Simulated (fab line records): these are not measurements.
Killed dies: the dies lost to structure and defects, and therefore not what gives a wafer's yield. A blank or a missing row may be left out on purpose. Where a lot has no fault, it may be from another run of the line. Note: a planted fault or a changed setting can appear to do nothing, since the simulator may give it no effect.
What tool caused it? | flow n5 finfet | 27 wafers from 9 lots sampled at 3 of the route's 1938 steps

## WHAT EACH GAUGE READ, for each wafer
N5_BEOL_M8_OCD_MEAS_38.
lot  | measured     | on     | trench depth nm (nm)
L609 | day 9 19:20  | ocd-01 | 96.2 95.4 92.8
L612 | day 9 23:01  | ocd-01 | 92.1 94.2 91.4
L611 | day 10 03:56 | ocd-02 | 95.3 93.6 95.3
L620 | day 12 18:55 | ocd-01 | 91.0 92.6 93.6
L622 | day 13 06:46 | ocd-01 | 82.3 84.9 83.0
L628 | day 14 05:22 | ocd-02 | 90.2 95.6 89.5
L627 | day 14 05:25 | ocd-01 | 84.6 85.2 85.6
L629 | day 14 17:08 | ocd-01 | 90.9 92.7 90.0
L632 | day 15 08:53 | ocd-01 | 96.2 96.2 90.1

## WHICH TOOL RAN EACH LOT (tool, then ch and the chambers of the sampled wafers, then the start)
lot  | N5_BEOL_M8_STRIP_36                | N5_BEOL_M8_TRENCH_ETCH_37
L609 | rie diel-04 ch 1,2,3, day 9 19:09  | rie diel-04 ch 1,2,3, day 9 19:11
L612 | rie diel-04 ch 0,2,3, day 9 22:49  | rie diel-04 ch 0,2,3, day 9 22:51
L611 | rie diel-04 ch 1,2,3, day 10 03:45 | rie diel-04 ch 1,2,3, day 10 03:47
L620 | rie diel-02 ch 1,2,3, day 12 18:43 | rie diel-02 ch 1,2,3, day 12 18:45
L622 | rie diel-04 ch 0,1, day 13 06:34   | rie diel-04 ch 0,1, day 13 06:36
L628 | rie diel-01 ch 2,3, day 14 05:10   | rie diel-01 ch 2,3, day 14 05:13
L627 | rie diel-04 ch 1,3, day 14 05:13   | rie diel-04 ch 1,3, day 14 05:15
L629 | rie diel-02 ch 0,1,2, day 14 16:56 | rie diel-02 ch 0,1,2, day 14 16:59
L632 | rie diel-01 ch 2,3, day 15 08:41   | rie diel-01 ch 2,3, day 15 08:44
- N5_BEOL_M8_STRIP_36: strips in N2/H2.
- N5_BEOL_M8_TRENCH_ETCH_37: etches SiCOH lowk in C4F6/O2, target depth 93.478 nm, time 31.2 s.

## THE ANSWER, worked out from the rows above alone
Rule: the usual values come from the lots themselves. Put in order of their means at a reading, lots are off if they are a third of the lots or fewer, leave a main group of 4 or more, and stand apart from it by a gap of 3 or more times the standard deviation of the main group's means; of several such gaps the widest counts. A main group whose means are all the same, to the digits that the tables above print for the reading, isn't used. A lot without any number at a reading at which 4 lots or more have one is off too. Where the step has rows for the other lots, those lots are counted as sound.
Off: L622, L627 (N5_BEOL_M8_OCD_MEAS_38, trench depth nm). The main group: mean 93.1 nm, standard deviation 1.4.
A tool fits if, at a process step before that reading, it ran every lot that is off, and no sound lot after the first of them. Those tools and the gauges at N5_BEOL_M8_OCD_MEAS_38 are tried in the same way. One fits: N5_BEOL_M8_STRIP_36 and N5_BEOL_M8_TRENCH_ETCH_37 on rie diel-04. At N5_BEOL_M8_STRIP_36 its last sound lot is L611 (day 10 03:45), its first lot that is off L622 (day 13 06:34): a fault that began between those two fits.

## WHAT THE SIMULATOR HAD INSERTED
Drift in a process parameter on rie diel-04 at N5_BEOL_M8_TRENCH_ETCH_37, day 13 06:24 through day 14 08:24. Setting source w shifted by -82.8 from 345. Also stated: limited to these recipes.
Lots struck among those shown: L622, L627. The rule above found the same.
